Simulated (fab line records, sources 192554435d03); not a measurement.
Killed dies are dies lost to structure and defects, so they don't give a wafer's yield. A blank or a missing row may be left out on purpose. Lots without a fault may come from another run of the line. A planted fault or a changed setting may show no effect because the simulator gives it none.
Chamber matching | flow n5_finfet | N5_BEOL_M9_DEP_56 on pecvd-03: 3 sister chambers
The step deposits SiCN from 3MS/NH3, target thk 15 nm, time 26.5 s. 6 wafers are shown with their chamber, then 8 later ones without.

WAFERS WITH THEIR CHAMBER
wafer  | chamber | showerhead_plenum_p_Torr (Torr) | throttle_valve_pct (%)
L079.3 | 1       | 3.633                           | 8.4
L079.4 | 1       | 3.626                           | 8.6
L081.3 | 0       | 3.661                           | 9.0
L081.5 | 0       | 3.666                           | 8.9
L081.6 | 2       | 3.650                           | 8.9
L083.3 | 2       | 3.637                           | 8.6

WAFERS WITHOUT THEIR CHAMBER
wafer  | showerhead_plenum_p_Torr (Torr) | throttle_valve_pct (%)
L083.4 | 3.625                           | 8.5
L083.5 | 3.635                           | 8.8
L088.1 | 3.667                           | 9.2
L088.2 | 3.642                           | 8.5
L088.4 | 3.634                           | 8.5
L093.3 | 3.643                           | 8.7
L093.4 | 3.652                           | 8.7
L093.6 | 3.633                           | 8.2

WHICH CHAMBER EACH WENT THROUGH
wafer  | from the rows above     | in truth
L083.4 | 1                       | 1
L083.5 | can't be placed: 2 or 1 | 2
L088.1 | 0                       | 0
L088.2 | can't be placed: 2 or 1 | 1
L088.4 | can't be placed: 1 or 2 | 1
L093.3 | 2                       | 2
L093.4 | can't be placed: 2 or 0 | 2
L093.6 | can't be placed: 1 or 2 | 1
Placed correctly: 3 of 8. Can't be placed from these rows: 5 (the true chamber is among the candidates in 5). Placed wrongly: 0.
How it was worked out, from the rows above alone: a wafer's distance from a chamber is the root of the sum, over the readings, of the square of ((its reading less the chamber's mean) divided by the reading's scatter). The wafer belongs to the nearest chamber; if the next one is less than 2 further off, it can't be placed. A chamber's mean is the mean of its shown wafers. The scatter: the root of (the sum of the squares of (reading less its chamber's mean) over the shown wafers, divided by (wafers less chambers)).
